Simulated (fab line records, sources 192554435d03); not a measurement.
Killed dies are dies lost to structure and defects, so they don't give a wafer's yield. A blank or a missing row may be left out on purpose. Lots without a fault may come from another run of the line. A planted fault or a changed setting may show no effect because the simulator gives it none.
fab line records | flow n5_finfet
record lots=9 wafers=26 last_day=21
route steps=1938 shown BEOL_M1@821 BEOL_M2@856 BEOL_M4@1111 PASSIVATION@1936
lots that met no fault: from a run of the same line without faults
start_h: hours from the record's first day to the start of the lot's first wafer shown | wait_h: hours since the lot's step before | " the same as in the row above | L1.1+2: a row that stands for several wafers | - no value, or no start given | * or withheld: withheld | < > ~ a bound
route shown NAME@n: a module of which the file shows steps, and the number in the route of the first | usual: mean/standard deviation of fault-free wafers | same: alike in all rows | chamber/n: place in a boat | sites: the reading at each site | _std_site: their standard deviation | _edge_site: outer sites' mean less inner sites' | radius_mm: how far each site lies from the wafer's centre | mask NAME#n: copy n | behind: the tool/chamber that last shaped the wafer | hold: why the lot was held/for how many hours/how that ended | device: the transistor (n, p or np) that didn't switch | end of line: the same wafers' tests at the end of the route | a step without rows: its recipe alone | killed: dies lost to structure and defects at the first sort, not the wafer's yield | map: a wafer's dies, x killed, . not, _ none there
set.NAME: the setting as run; set.NAME@STEP: as run at that earlier step | model.NAME: the simulator's own value behind a step, which no gauge read
steps of the route over a sample of lots; a table a step, a row a wafer
services: from which hour (start_h, from the record's first day; less than 0 if before it) a tool's chamber was out of use, for how many hours, and why
## steps
# step N5_BEOL_M1_ANNEAL_87
# recipe temp_c=400 time_s=240 ambient=vacuum
# usual heater_power_w=781/68
# columns lot.wafer tool chamber start_h wait_h heater_power_w
L836.2 pvd_sputter-01 - 173.96 0.0 757
L836.4 " - " " 803
L841.2 pvd_sputter-02 - 199.42 0.0 792
L841.4 " - " " 853
L841.5 " - " " 704
L843.3 pvd_sputter-03 - 199.80 0.0 756
L843.4 " - " " 813
L843.6 " - " " 831
L845.1 pvd_sputter-03 - 202.80 0.0 653
L845.4 " - " " 738
L845.5 " - " " 810
L842.3 pvd_sputter-02 - 202.88 0.0 872
L842.5 " - " " 694
L842.6 " - " " 766
L852.3 pvd_sputter-03 - 242.16 0.0 662
L852.4 " - " " 742
L852.5 " - " " 810
L854.2 pvd_sputter-02 - 256.82 0.0 714
L854.3 " - " " 775
L854.6 " - " " 734
L856.1 pvd_sputter-01 - 264.60 0.0 797
L856.2 " - " " 895
L856.6 " - " " 840
L858.4 pvd_sputter-03 - 273.56 0.0 756
L858.5 " - " " 661
L858.6 " - " " 749
# step N5_BEOL_M1_SPUTTER_90
# recipe material=Cu target_thk_a=45 temp_c=-20 chamber_pressure_pa=0.07 power_w=withheld time_s=8.29
# usual throttle_valve_pct=30.0/0.71
# columns lot.wafer tool chamber start_h wait_h throttle_valve_pct
L836.2 pvd_sputter-01 - 174.32 0.1 31.3
L836.4 " - " " 29.4
L841.2 pvd_sputter-02 - 199.78 0.1 30.1
L841.4 " - " " 30.5
L841.5 " - " " 29.7
L843.3 pvd_sputter-03 - 200.16 0.1 29.6
L843.4 " - " " 30.3
L843.6 " - " " 30.4
L845.1 pvd_sputter-03 - 203.16 0.1 29.0
L845.4 " - " " 29.7
L845.5 " - " " 31.2
L842.3 pvd_sputter-02 - 203.24 0.1 30.7
L842.5 " - " " 29.4
L842.6 " - " " 30.1
L852.3 pvd_sputter-03 - 242.52 0.1 29.0
L852.4 " - " " 29.5
L852.5 " - " " 31.0
L854.2 pvd_sputter-02 - 257.18 0.1 29.8
L854.3 " - " " 30.0
L854.6 " - " " 29.8
L856.1 pvd_sputter-01 - 264.96 0.1 29.3
L856.2 " - " " 29.8
L856.6 " - " " 29.8
L858.4 pvd_sputter-03 - 273.92 0.1 29.4
L858.5 " - " " 28.8
L858.6 " - " " 29.7
# step N5_BEOL_M1_ANNEAL_95
# recipe temp_c=400 time_s=240 ambient=vacuum
# usual heater_power_w=782/70
# columns lot.wafer tool chamber start_h wait_h heater_power_w
L836.2 pvd_sputter-01 - 174.84 0.0 741
L836.4 " - " " 777
L841.2 pvd_sputter-02 - 200.30 0.0 773
L841.4 " - " " 877
L841.5 " - " " 699
L843.3 pvd_sputter-03 - 200.68 0.0 758
L843.4 " - " " 837
L843.6 " - " " 814
L845.1 pvd_sputter-03 - 203.68 0.0 660
L845.4 " - " " 761
L845.5 " - " " 814
L842.3 pvd_sputter-02 - 203.76 0.0 848
L842.5 " - " " 683
L842.6 " - " " 783
L852.3 pvd_sputter-03 - 243.04 0.0 676
L852.4 " - " " 750
L852.5 " - " " 812
L854.2 pvd_sputter-02 - 257.70 0.0 699
L854.3 " - " " 782
L854.6 " - " " 767
L856.1 pvd_sputter-01 - 265.48 0.0 768
L856.2 " - " " 933
L856.6 " - " " 870
L858.4 pvd_sputter-03 - 274.44 0.0 770
L858.5 " - " " 669
L858.6 " - " " 760
# step N5_BEOL_M1_CMP_52
# recipe stop_on=SiOC t_overpolish_s=6.8 down_force_psi=1 platen_rpm=50 clearing_platen_down_force_psi=1.5 clearing_platen_rpm=50 post_cmp_clean=cu_alkaline target_thk_nm=40 clearing_platen_pad_velocity_m_s=0.99484 pad_velocity_m_s=0.99484
# usual barrier_field_endpoint_s=24.8/0.88 motor_current_A=6.2/0.5 overpolish_run_s=6.800/0.0094 time_to_endpoint_s=63/4.1
# columns lot.wafer tool chamber start_h wait_h barrier_field_endpoint_s motor_current_A overpolish_run_s time_to_endpoint_s
L836.4 cmp-04 3 175.67 0.2 24.3 6.6 6.799 54
L836.2 " 0 " " 24.2 5.6 6.802 61
L841.4 cmp-04 2 200.95 0.1 25.1 6.0 6.792 66
L841.2 " 0 " " 24.9 5.6 6.797 59
L841.5 " 3 " " 24.0 6.5 6.786 59
L843.3 cmp-03 1 201.35 0.2 24.7 6.6 6.796 64
L843.4 " 2 " " 25.0 7.1 6.798 64
L843.6 " 1 " " 25.5 6.3 6.797 63
L845.4 cmp-03 1 204.39 0.2 24.8 6.6 6.805 64
L845.1 " 2 " " 23.1 7.2 6.792 59
L845.5 " 0 " " 24.9 6.3 6.793 62
L842.3 cmp-01 2 204.60 0.4 24.0 5.5 6.801 55
L842.6 " 0 " " 25.5 6.7 6.805 62
L842.5 " 1 " " 25.2 5.6 6.785 57
L852.4 cmp-01 0 243.71 0.2 24.6 6.6 6.795 61
L852.3 " 2 " " 22.4 5.9 6.811 55
L852.5 " 3 " " 23.5 5.4 6.791 59
L854.3 cmp-03 3 258.41 0.2 25.3 5.7 6.800 64
L854.2 " 0 " " 25.1 6.7 6.804 66
L854.6 " 1 " " 26.5 6.4 6.788 71
L856.2 cmp-03 2 266.11 0.2 25.3 6.5 6.801 60
L856.1 " 3 " " 24.6 5.8 6.809 61
L856.6 " 3 " " 25.3 6.2 6.810 64
L858.4 cmp-04 3 275.14 0.2 24.0 7.0 6.788 53
L858.6 " 1 " " 26.5 5.5 6.787 67
L858.5 " 2 " " 25.4 5.8 6.817 64
# step N5_BEOL_M1_INSPECT_59
# recipe inspect_instrument=darkfield mode=post_dep
# usual raw_defect_count=74/23
# columns lot.wafer tool chamber start_h wait_h raw_defect_count
L836.2 defect_inspect-02 - 176.22 0.0 114
L836.4 " - " " 121
L841.2 defect_inspect-02 - 201.55 0.0 99
L841.4 " - " " 98
L841.5 " - " " 86
L843.3 defect_inspect-02 - 201.90 0.0 54
L843.4 " - " " 61
L843.6 " - " " 44
L845.1 defect_inspect-01 - 204.90 0.0 64
L845.4 " - " " 80
L845.5 " - " " 42
L842.3 defect_inspect-01 - 205.13 0.0 44
L842.5 " - " " 102
L842.6 " - " " 81
L852.3 defect_inspect-01 - 244.25 0.0 62
L852.4 " - " " 366
L852.5 " - " " 66
L854.2 defect_inspect-02 - 258.92 0.0 54
L854.3 " - " " 75
L854.6 " - " " 67
L856.1 defect_inspect-01 - 266.69 0.0 75
L856.2 " - " " 70
L856.6 " - " " 95
L858.4 defect_inspect-01 - 275.66 0.0 69
L858.5 " - " " 46
L858.6 " - " " 43
# step N5_BEOL_M2_INSPECT_13
# recipe mode=adi inspect_instrument=brightfield
# usual raw_defect_count=408/95
# columns lot.wafer tool chamber start_h wait_h raw_defect_count
L836.2 defect_inspect-02 - 177.59 0.0 492
L836.4 " - " " 449
L841.2 defect_inspect-02 - 204.55 0.0 389
L841.4 " - " " 420
L841.5 " - " " 406
L843.3 defect_inspect-02 - 204.79 0.1 319
L843.4 " - " " 425
L843.6 " - " " 284
L845.1 defect_inspect-02 - 206.31 0.1 486
L845.4 " - " " 383
L845.5 " - " " 261
L842.3 defect_inspect-01 - 206.69 0.0 349
L842.5 " - " " 441
L842.6 " - " " 272
L852.3 defect_inspect-01 - 245.50 0.0 322
L852.4 " - " " 738
L852.5 " - " " 368
L854.2 defect_inspect-02 - 260.40 0.0 373
L854.3 " - " " 448
L854.6 " - " " 374
L856.1 defect_inspect-02 - 271.43 0.1 445
L856.2 " - " " 407
L856.6 " - " " 428
L858.4 defect_inspect-02 - 277.12 0.0 365
L858.5 " - " " 352
L858.6 " - " " 212
# step N5_BEOL_M2_INSPECT_30
# recipe mode=adi inspect_instrument=brightfield
# usual raw_defect_count=414/97
# columns lot.wafer tool chamber start_h wait_h raw_defect_count
L836.2 defect_inspect-01 - 178.49 0.0 512
L836.4 " - " " 476
L841.2 defect_inspect-02 - 205.72 0.0 396
L841.4 " - " " 392
L841.5 " - " " 419
L843.3 defect_inspect-02 - 205.99 0.0 311
L843.4 " - " " 417
L843.6 " - " " 302
L845.1 defect_inspect-01 - 207.28 0.1 515
L845.4 " - " " 403
L845.5 " - " " 287
L842.3 defect_inspect-01 - 207.58 0.0 353
L842.5 " - " " 462
L842.6 " - " " 264
L852.3 defect_inspect-01 - 246.37 0.0 341
L852.4 " - " " 767
L852.5 " - " " 372
L854.2 defect_inspect-01 - 261.40 0.0 411
L854.3 " - " " 493
L854.6 " - " " 390
L856.1 defect_inspect-02 - 272.35 0.1 434
L856.2 " - " " 400
L856.6 " - " " 435
L858.4 defect_inspect-02 - 278.20 0.0 372
L858.5 " - " " 354
L858.6 " - " " 214
# step N5_BEOL_M4_RC_MEAS_101
# usual DIBL_N=36.1/2.3 DIBL_P=36/3.2 IOFF_N=0.16/0.045 IOFF_P=0.21/0.049 ION_N=674/14 ION_P=462/8.4 SS_N=71.6/0.83 SS_P=73.2/0.87 VT_N=249/3.8 VT_P=-250/3.4
# columns lot.wafer tool chamber start_h wait_h DIBL_N[mV/V] DIBL_P[mV/V] IOFF_N[nA/um] IOFF_P[nA/um] ION_N[uA/um] ION_P[uA/um] SS_N[mV/dec] SS_P[mV/dec] VT_N[mV] VT_P[mV]
L836.2 prober-01 0 271.85 0.2 33.3 35 0.12 0.19 655 460 70.6 73.0 254 -250
L836.4 " 0 " " 34.5 36 0.13 0.23 664 464 70.5 72.7 249 -244
L841.2 prober-02 0 277.70 0.2 35.9 36 0.16 0.18 671 449 71.5 74.0 248 -250
L841.4 " 0 " " 31.9 31 0.10 0.13 663 451 69.7 72.0 252 -256
L841.5 " 0 " " 35.3 34 0.16 0.17 670 453 70.8 72.7 246 -255
L843.3 prober-02 0 286.86 0.3 34.9 34 0.12 0.15 652 444 70.7 71.9 253 -255
L843.4 " 0 " " 36.0 36 0.14 0.19 668 456 71.9 73.5 251 -255
L843.6 " 0 " " 34.8 33 0.12 0.15 645 439 70.9 72.9 254 -257
L845.1 prober-01 0 303.85 0.0 33.8 34 0.16 0.22 667 462 71.5 73.0 248 -248
L845.4 " 0 " " 34.2 34 0.14 0.21 662 460 71.5 72.4 250 -249
L845.5 " 0 " " 34.2 34 0.15 0.21 684 474 71.1 73.1 248 -249
L842.3 prober-02 0 311.05 0.3 37.8 38 0.18 0.23 684 470 72.6 73.9 251 -250
L842.5 " 0 " " 42.2 44 0.31 0.34 692 471 73.7 76.2 243 -247
L842.6 " 0 " " 36.9 37 0.17 0.22 694 468 71.5 73.5 246 -250
L852.3 prober-01 0 355.20 0.3 34.4 36 0.14 0.16 672 458 71.9 72.9 251 -255
L852.4 " 0 " " 35.0 37 0.14 0.19 678 466 72.0 73.1 254 -256
L852.5 " 0 " " 35.4 37 0.15 0.19 676 465 72.3 73.5 251 -253
L854.2 prober-01 0 388.49 0.2 35.1 37 0.15 0.23 659 460 71.3 73.8 250 -250
L854.3 " 0 " " 36.6 38 0.19 0.23 682 457 72.4 73.2 248 -250
L854.6 " 0 " " 35.3 37 0.15 0.21 665 454 71.9 73.4 252 -250
L856.1 prober-02 0 388.83 0.0 40.9 44 0.28 0.38 686 469 73.0 75.4 241 -241
L856.2 " 0 " " 40.3 43 0.30 0.36 695 472 72.4 74.8 239 -240
L856.6 " 0 " " 39.2 41 0.26 0.31 685 464 72.8 75.0 243 -243
L858.4 prober-01 0 394.25 0.5 37.5 39 0.20 0.25 683 463 72.7 73.3 246 -248
L858.5 " 0 " " 40.1 42 0.24 0.29 679 461 72.7 74.2 246 -248
L858.6 " 0 " " 37.4 38 0.19 0.24 681 466 72.0 73.7 247 -247
# step N5_PASSIVATION_PROBE_49
# usual defect_limited_yield=90.9/1.6 killed_at_M0_to_M3=37/11 killed_at_M4_up=15/5.6 killed_at_contacts=13/6.4 killed_at_front_end=39/11 killed_at_other=4/3.1 killed_dies=107/19 killed_on_rim=14/4.3 killed_open=71/14 killed_short=34/7.8 sort_bin_4_leakage=0.01/0.053 sort_bin_5_function=5.3/1 sort_bin_6_memory=3.4/0.72 sort_bin_8_speed=0.0/0.42 sort_n_pass=1072/20 sort_yield_pct=90.9/1.7
# same gross_dies=1180 killed_at_back_side=0
# columns lot.wafer tool chamber start_h wait_h defect_limited_yield[%] killed_at_M0_to_M3 killed_at_M4_up killed_at_contacts killed_at_front_end killed_at_other killed_dies killed_on_rim killed_open killed_short sort_bin_4_leakage[%] sort_bin_5_function[%] sort_bin_6_memory[%] sort_bin_8_speed[%] sort_n_pass sort_yield_pct[%]
L852.3 prober-01 - 473.93 0.1 91.9 26 18 11 34 6 95 9 62 31 0 5.0 3.0 0 1085 91.9
L852.4 prober-01 - 473.98 0.2 71.2 279 15 13 30 3 340 43 70 23 0 18.6 9.3 0 840 71.2
L852.5 prober-01 - 474.03 0.2 93.2 18 13 13 34 2 80 11 52 27 0 4.7 1.8 0 1100 93.2
# killed by level:class
L852.3 FIN_SAQP:geometric_particle:open=8 STI_FIN_REVEAL:geometric_particle:open=7 GATE_CUT:geometric_particle:short=7 MOL_CONTACT_COAG:geometric_particle:open=7 BEOL_M3:geometric_particle:open=7 BEOL_M0_SAQP:geometric_particle:short=5 BEOL_M4:geometric_particle:open=5 BEOL_M2:geometric_particle:open=4
L852.4 BEOL_M1:unspecified=246 BEOL_M3:geometric_particle:open=11 FIN_SAQP:geometric_particle:open=10 MOL_CONTACT_COAG:geometric_particle:open=10 BEOL_M4:geometric_particle:open=8 BEOL_M0_SAQP:geometric_particle:short=6 BEOL_M0_SAQP:geometric_particle:open=5 STI_FIN_REVEAL:geometric_particle:open=4
L852.5 MOL_CONTACT_COAG:geometric_particle:open=11 FIN_SAQP:geometric_particle:short=10 FIN_SAQP:geometric_particle:open=7 BEOL_M3:geometric_particle:open=5 STI_FIN_REVEAL:geometric_particle:open=4 BEOL_M0_SAQP:geometric_particle:open=4 BEOL_M2:geometric_particle:open=4 BEOL_M5:geometric_particle:open=4
## services
# columns tool chamber start_h hours kind
cmp-01 - 155.52 4.0 repair
cmp-04 - 172.27 0.4 repair
cmp-03 - 183.47 7.5 pm
cmp-01 - 210.51 4.5 pm
cmp-01 - 215.48 1.9 repair
pvd_sputter-03 - 216.35 1.0 repair
cmp-01 - 219.16 0.4 repair
cmp-03 - 228.22 1.7 repair
cmp-01 - 239.16 4.0 pm
cmp-01 - 243.16 - consumable_replace:conditioner
cmp-01 - 243.16 - consumable_replace:pad
cmp-03 - 258.56 4.0 pm
cmp-03 - 262.56 - consumable_replace:conditioner
cmp-03 - 262.56 - consumable_replace:pad
## key
first_sign step=N5_BEOL_M1_INSPECT_59 reading=raw_defect_count direction=up sigmas=13 usual=74 struck=366
effect step=N5_BEOL_M2_INSPECT_13 reading=raw_defect_count direction=up sigmas=3.5 usual=408 struck=738
effect step=N5_BEOL_M2_INSPECT_30 reading=raw_defect_count direction=up sigmas=3.6 usual=414 struck=767
effect step=N5_PASSIVATION_PROBE_49 reading=killed_at_M0_to_M3 direction=up sigmas=23 usual=37 struck=279
more_kills_born_at N5_BEOL_M1_CMP_52@cmp-01=246
met_at N5_BEOL_M1_CMP_52
struck_lots L852
struck_wafers L852.4
not_acting_at N5_BEOL_M1_ANNEAL_87,N5_BEOL_M1_SPUTTER_90,N5_BEOL_M1_ANNEAL_95
onset_between 204.60 243.71
fault kind=chamber_particle_source tool=cmp-01 chamber=0 onset_h=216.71 steps=N5_BEOL_M1_CMP_52 rate_per_visit_cm2=0.45411 end_h=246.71
